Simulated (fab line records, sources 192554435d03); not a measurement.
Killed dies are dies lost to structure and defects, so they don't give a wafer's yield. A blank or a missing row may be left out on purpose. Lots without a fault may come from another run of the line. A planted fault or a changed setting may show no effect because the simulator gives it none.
Chamber matching | flow n5_finfet | N5_BEOL_M10_ETCH_65 on rie_diel-03: 4 sister chambers
The step etches SiARC in CF4, target depth 39 nm, time 65 s. 8 wafers are shown with their chamber, then 8 later ones without.

WAFERS WITH THEIR CHAMBER
wafer  | chamber | drypump_motor_current_A (A) | showerhead_plenum_p_Torr (Torr)
L080.5 | 0       | 5.2                         | 2.29
L082.1 | 0       | 5.2                         | 2.28
L086.1 | 3       | 6.5                         | 2.05
L086.2 | 1       | 5.4                         | 2.08
L086.6 | 1       | 5.4                         | 2.08
L088.2 | 3       | 6.4                         | 2.05
L088.5 | 2       | 4.7                         | 2.09
L091.2 | 2       | 4.7                         | 2.09

WAFERS WITHOUT THEIR CHAMBER
wafer  | drypump_motor_current_A (A) | showerhead_plenum_p_Torr (Torr)
L091.3 | 5.2                         | 2.28
L091.5 | 4.7                         | 2.09
L095.1 | 4.7                         | 2.08
L095.5 | 4.7                         | 2.08
L095.6 | 6.5                         | 2.04
L097.3 | 6.4                         | 2.04
L097.4 | 5.4                         | 2.07
L097.6 | 6.5                         | 2.04

WHICH CHAMBER EACH WENT THROUGH
wafer  | from the rows above | in truth
L091.3 | 0                   | 0
L091.5 | 2                   | 2
L095.1 | 2                   | 2
L095.5 | 2                   | 2
L095.6 | 3                   | 3
L097.3 | 3                   | 3
L097.4 | 1                   | 1
L097.6 | 3                   | 3
Placed correctly: 8 of 8. Can't be placed from these rows: 0. Placed wrongly: 0.
How it was worked out, from the rows above alone: a wafer's distance from a chamber is the root of the sum, over the readings, of the square of ((its reading less the chamber's mean) divided by the reading's scatter). The wafer belongs to the nearest chamber; if the next one is less than 2 further off, it can't be placed. A chamber's mean is the mean of its shown wafers. The scatter: the root of (the sum of the squares of (reading less its chamber's mean) over the shown wafers, divided by (wafers less chambers)).
